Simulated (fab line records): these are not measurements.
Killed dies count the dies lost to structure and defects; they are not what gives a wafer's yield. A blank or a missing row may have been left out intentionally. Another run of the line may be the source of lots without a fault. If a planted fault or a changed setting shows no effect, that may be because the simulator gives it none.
Matching of chambers -- flow nand-harc -- 3 sister chambers for NHARC_A_STAIRCASE_DEP_322 on pecvd-01
The step deposits SiO2, target thk 7200 nm. 14 wafers are shown with their chamber, then 7 later ones without.

== WAFERS, EACH WITH ITS CHAMBER ==
wafer,chamber,heater-power-w (W)
L076.1,2,729
L076.4,1,635
L076.5,2,689
L079.1,1,716
L079.2,0,707
L079.3,2,666
L084.2,0,834
L084.3,1,755
L084.6,0,675
L088.2,0,842
L088.4,0,690
L088.5,2,665
L091.1,2,800
L091.2,0,757

SIGNATURES (means of the wafers above)
reading,chamber 0,chamber 1,chamber 2,scatter within a chamber
heater-power-w,750.83,702.00,709.80,65.4
Rule: for each reading, subtract the chamber's mean from the wafer's reading, divide by that reading's scatter and square the result; add these up over the readings and take the root, which gives the wafer's distance from the chamber. If the next closest chamber is less than 2 further off than the closest, the wafer can't be placed; otherwise it belongs to the closest. The scatter: the root of (the sum of the squares of (reading less its chamber's mean) over the shown wafers, divided by (wafers less chambers)).

== WAFERS MISSING THEIR CHAMBER ==
wafer,heater-power-w (W)
L091.6,694
L092.3,688
L092.4,683
L092.5,652
L095.2,759
L095.5,639
L095.6,690

== EACH ONE'S CHAMBER ==
wafer,from the rows above,in truth
L091.6,can't be placed: 1 or 2 or 0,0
L092.3,can't be placed: 1 or 2 or 0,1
L092.4,can't be placed: 1 or 2 or 0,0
L092.5,can't be placed: 1 or 2 or 0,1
L095.2,can't be placed: 0 or 2 or 1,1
L095.5,can't be placed: 1 or 2 or 0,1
L095.6,can't be placed: 1 or 2 or 0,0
Correctly placed: 0 of 7. These rows do not allow placing 7 (true chamber among the candidates in 7). Number placed wrongly: 0.
